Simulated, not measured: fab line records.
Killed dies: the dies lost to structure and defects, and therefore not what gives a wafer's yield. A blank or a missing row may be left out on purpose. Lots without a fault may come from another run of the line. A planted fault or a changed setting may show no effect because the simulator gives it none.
Matching of chambers | flow nand_harc | 4 sister chambers for NHARC_A_SGD_CUT_ETCHBACK_24 on rie_diel-08
The step etches the open film in CH3F/O2, target depth 50 nm, time 92.857 s. 18 wafers are shown with their chamber, then 9 later ones without.

## EACH WAFER AND ITS CHAMBER
wafer  | chamber | showerhead_plenum_p_Torr (Torr) | drypump_motor_current_A (A) | rf_vpp_V (V)
L078.1 | 3       | 2.49                            | 6.0                         | 244.1
L078.2 | 2       | 2.63                            | 5.9                         | 246.3
L078.5 | 0       | 2.54                            | 5.7                         | 247.0
L079.2 | 3       | 2.49                            | 5.9                         | 246.3
L079.3 | 2       | 2.63                            | 5.9                         | 248.0
L079.6 | 2       | 2.63                            | 5.9                         | 246.4
L081.1 | 3       | 2.49                            | 5.9                         | 244.0
L081.3 | 1       | 2.46                            | 5.5                         | 242.8
L081.5 | 2       | 2.63                            | 5.9                         | 246.4
L084.3 | 2       | 2.63                            | 5.9                         | 246.7
L084.5 | 2       | 2.63                            | 5.9                         | 247.1
L084.6 | 1       | 2.46                            | 5.5                         | 243.4
L087.2 | 0       | 2.54                            | 5.7                         | 245.1
L087.3 | 3       | 2.49                            | 6.0                         | 244.9
L087.5 | 0       | 2.54                            | 5.7                         | 244.6
L090.3 | 3       | 2.49                            | 5.9                         | 243.9
L090.4 | 2       | 2.63                            | 5.9                         | 246.5
L090.5 | 1       | 2.45                            | 5.6                         | 244.4

SIGNATURES (means of the wafers above)
reading                  | chamber 0 | chamber 1 | chamber 2 | chamber 3 | scatter within a chamber
showerhead_plenum_p_Torr | 2.5400    | 2.4567    | 2.6300    | 2.4900    | 0.00218
drypump_motor_current_A  | 5.700     | 5.533     | 5.900     | 5.940     | 0.0365
rf_vpp_V                 | 245.567   | 243.533   | 246.771   | 244.640   | 0.877
Rule: a wafer's distance from a chamber is the root of the sum, over the readings, of the square of ((its reading less the chamber's mean) divided by the reading's scatter). The wafer belongs to the nearest chamber; if the next one is less than 2 further off, it can't be placed. The scatter: the root of (the sum of the squares of (reading less its chamber's mean) over the shown wafers, divided by (wafers less chambers)).

## WAFERS WHOSE CHAMBER IS MISSING
wafer  | showerhead_plenum_p_Torr (Torr) | drypump_motor_current_A (A) | rf_vpp_V (V)
L091.2 | 2.63                            | 5.9                         | 246.7
L091.5 | 2.63                            | 5.9                         | 248.1
L091.6 | 2.45                            | 5.6                         | 242.6
L096.1 | 2.45                            | 5.5                         | 243.9
L096.3 | 2.63                            | 6.0                         | 246.3
L096.5 | 2.63                            | 5.9                         | 247.6
L097.2 | 2.45                            | 5.6                         | 243.6
L097.4 | 2.49                            | 5.9                         | 244.3
L097.6 | 2.63                            | 5.9                         | 246.3

## WHICH CHAMBER EACH WENT THROUGH
wafer  | from the rows above | in truth
L091.2 | 2                   | 2
L091.5 | 2                   | 2
L091.6 | 1                   | 1
L096.1 | 1                   | 1
L096.3 | 2                   | 2
L096.5 | 2                   | 2
L097.2 | 1                   | 1
L097.4 | 3                   | 3
L097.6 | 2                   | 2
Correctly placed: 9 of 9. From these rows, 0 cannot be placed. Number placed wrongly: 0.
